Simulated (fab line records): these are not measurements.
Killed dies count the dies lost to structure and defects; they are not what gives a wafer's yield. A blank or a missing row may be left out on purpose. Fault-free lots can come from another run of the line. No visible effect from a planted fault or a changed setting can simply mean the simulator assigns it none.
Problem report in the 8D (eight disciplines) form, filled by code ; flow n5-finfet ; the parts of the form that need people (team, actions taken, sign-off) are left out

## 1. THE PROBLEM
M6_ILD_THK at N5_BEOL_M6_THK_MEAS_01 reads a mean of 136.1 nm on 3 wafers of 2 lots; wafers without a fault read 154.8 nm with a standard deviation of 2.3. That puts it -8.1 standard deviations away from the usual mean.
Earliest sighting: wafer L139.6 on film-metro-02 at day 13 17:32. The record has a number at this step for 16 wafers belonging to 6 lots. The rule behind "out" and "out of limits": a value lying over 4 standard deviations away from the usual mean. The other wafers with a number count as sound.

## 2. WHAT IT IS, AND WHAT IT ISN'T
question;is;is not
which readings at this step;M6_ILD_THK;-
which lots;L139, L140;L123, L126, L142, L143
which wafers of those lots;L139.6, L140.3, L140.6;L139.4
read on which gauges;film-metro-01, film-metro-02;-
when;from day 13 17:32;"up to then (7 sound wafers); but 6 sound wafers of L142, L143 came after"

## 3. THE SUSPECTS, EACH WITH WHAT RULES IT OUT
Counting: if a tool at a process step up to the reading ran every lot that is out, it stays a suspect. Sound lots after the first of them don't rule it out here, since some wafers of a struck lot are sound.
- the gauge at N5_BEOL_M6_THK_MEAS_01 is ruled out. The wafers that are out were read on 2 gauges (film-metro-01, film-metro-02).
- pecvd-04 at N5_BEOL_M6_ILD_DEP_00 (deposits SiCOH lowk from DEMS/porogen, target thk 179.75 nm, time 33.4 s): kept. Every lot that is out went through it, the first being L139 (day 13 16:58); the last sound lot it ran before that was L126 (day 10 04:56).
- Within pecvd-04 at N5_BEOL_M6_ILD_DEP_00: the wafers that are out ran in chamber 0; their sound lot-mates ran in chamber 1.
After counting, what remains is pecvd-04 at N5_BEOL_M6_ILD_DEP_00.

## 4. THE CAUSE (what the simulator had put in)
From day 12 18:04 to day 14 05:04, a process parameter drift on pecvd-04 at N5_BEOL_M6_ILD_DEP_00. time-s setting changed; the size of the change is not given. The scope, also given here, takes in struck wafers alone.
Counting left only this tool.

## 5. SEQUENCE OF EFFECTS, ordered by route
One row per reading whose mean, taken over the struck wafers that have a number, lies over 3 standard deviations from the usual. Only readings for which the record gives a usual standard deviation are gone through. hours: the time from each lot's start at the first step in this table that gives one to its start at this step, as a median over the lots. sigmas: the change in usual standard deviations.
hours;step;reading;usual;on struck wafers;change;sigmas
0;N5_BEOL_M6_THK_MEAS_01;M6_ILD_THK;154.8 nm;136.1;-18.7;-8.1
Later measuring or inspecting steps at which every struck wafer that the step has a row for has a number for every such reading, and none has moved that far: N5_BEOL_M6_CD_MEAS_11, N5_BEOL_M6_OVL_MEAS_12, N5_BEOL_M6_INSPECT_13, N5_BEOL_M6_CD_MEAS_18.

## 6. HOW IT WOULD HAVE BEEN CAUGHT EARLIER
23 hours passed between the start of the fault at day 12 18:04 and the first reading out of limits at a measuring or inspecting step in this record, taken at day 13 17:32.
No tool reading at N5_BEOL_M6_ILD_DEP_00 that has a usual standard deviation in the record was out on any struck wafer, so an alarm limit of 4 standard deviations on those readings would not have fired.
Lots out: 2; of these, L140 started N5_BEOL_M6_ILD_DEP_00 on pecvd-04 after day 13 17:32. It would have been spared by a hold on the tool at that moment.
